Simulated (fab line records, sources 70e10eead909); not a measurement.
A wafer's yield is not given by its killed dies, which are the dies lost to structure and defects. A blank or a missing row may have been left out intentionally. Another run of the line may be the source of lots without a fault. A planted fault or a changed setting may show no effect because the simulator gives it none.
Chamber matching | flow nandHarc | NHARC_P_BONDPAD_CMP_32 on cmp-03: 4 sister chambers
The step polishes SiCN, target thk 200 nm. 7 wafers are shown with their chamber, then 7 later ones without.

## EACH WAFER AND ITS CHAMBER
wafer  | chamber | motorCurrentA (A)
L074.5 | 1       | 10.8
L075.2 | 1       | 10.8
L076.4 | 3       | 11.4
L080.2 | 2       | 14.7
L080.6 | 0       | 13.2
L087.2 | 2       | 14.4
L087.3 | 0       | 13.5

## WAFERS MISSING THEIR CHAMBER
wafer  | motorCurrentA (A)
L087.4 | 11.5
L085.2 | 13.4
L085.3 | 11.9
L085.6 | 15.1
L091.2 | 14.4
L091.3 | 14.7
L091.4 | 10.7

## EACH ONE'S CHAMBER
wafer  | from the rows above | in truth
L087.4 | 3                   | 3
L085.2 | 0                   | 0
L085.3 | 3                   | 3
L085.6 | 2                   | 2
L091.2 | 2                   | 2
L091.3 | 2                   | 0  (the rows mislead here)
L091.4 | 1                   | 1
Placed correctly: 6 of 7. Number that these rows cannot place: 0. Placed wrongly: 1.
How it was worked out, from the rows above alone: a wafer's distance from a chamber is the root of the sum, over the readings, of the square of ((its reading less the chamber's mean) divided by the reading's scatter). If the next closest chamber is less than 2 further off than the closest, the wafer can't be placed; otherwise it belongs to the closest. The mean given for a chamber averages the wafers shown for that chamber. The scatter: the root of (the sum of the squares of (reading less its chamber's mean) over the shown wafers, divided by (wafers less chambers)).
